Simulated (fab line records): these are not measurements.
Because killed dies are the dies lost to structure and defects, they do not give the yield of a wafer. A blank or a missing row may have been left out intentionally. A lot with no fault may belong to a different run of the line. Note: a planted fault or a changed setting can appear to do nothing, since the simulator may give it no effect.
Matching of chambers    flow nandHarc    3 sister chambers for NHARC_P_M0_DEP_32 on pecvd-03
The step deposits SiCN, target thk 30 nm. 6 wafers are shown with their chamber, then 7 later ones without.

WAFERS, EACH WITH ITS CHAMBER
wafer   chamber  heaterPowerW (W)  heaterPowerOuterW (W)
L759.4  2        486               272
L760.1  2        563               341
L766.4  1        560               307
L766.5  0        467               277
L772.3  1        543               298
L772.4  0        397               218

WAFERS WHOSE CHAMBER IS MISSING
wafer   heaterPowerW (W)  heaterPowerOuterW (W)
L772.6  549               292
L774.1  509               290
L774.4  493               284
L774.6  550               283
L776.2  486               287
L776.4  568               313
L776.6  499               288

THE CHAMBER EACH PASSED THROUGH
wafer   from the rows above           in truth
L772.6  can't be placed: 1 or 2       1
L774.1  can't be placed: 2 or 1 or 0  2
L774.4  can't be placed: 2 or 1 or 0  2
L774.6  can't be placed: 1 or 2       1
L776.2  can't be placed: 2 or 1 or 0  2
L776.4  can't be placed: 1 or 2       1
L776.6  can't be placed: 2 or 1 or 0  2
0 of 7 placed correctly. These rows do not allow placing 7 (true chamber among the candidates in 7). 0 placed wrongly.
How it was worked out, from the rows above alone: a wafer's distance from a chamber is the root of the sum, over the readings, of the square of ((its reading less the chamber's mean) divided by the reading's scatter). If the next closest chamber is less than 2 further off than the closest, the wafer can't be placed; otherwise it belongs to the closest. Each chamber's mean is taken over the wafers shown for it. How the scatter is found: for the shown wafers, subtract from each reading the mean of its chamber, square and add these, divide the total by (wafers less chambers), then take the root.
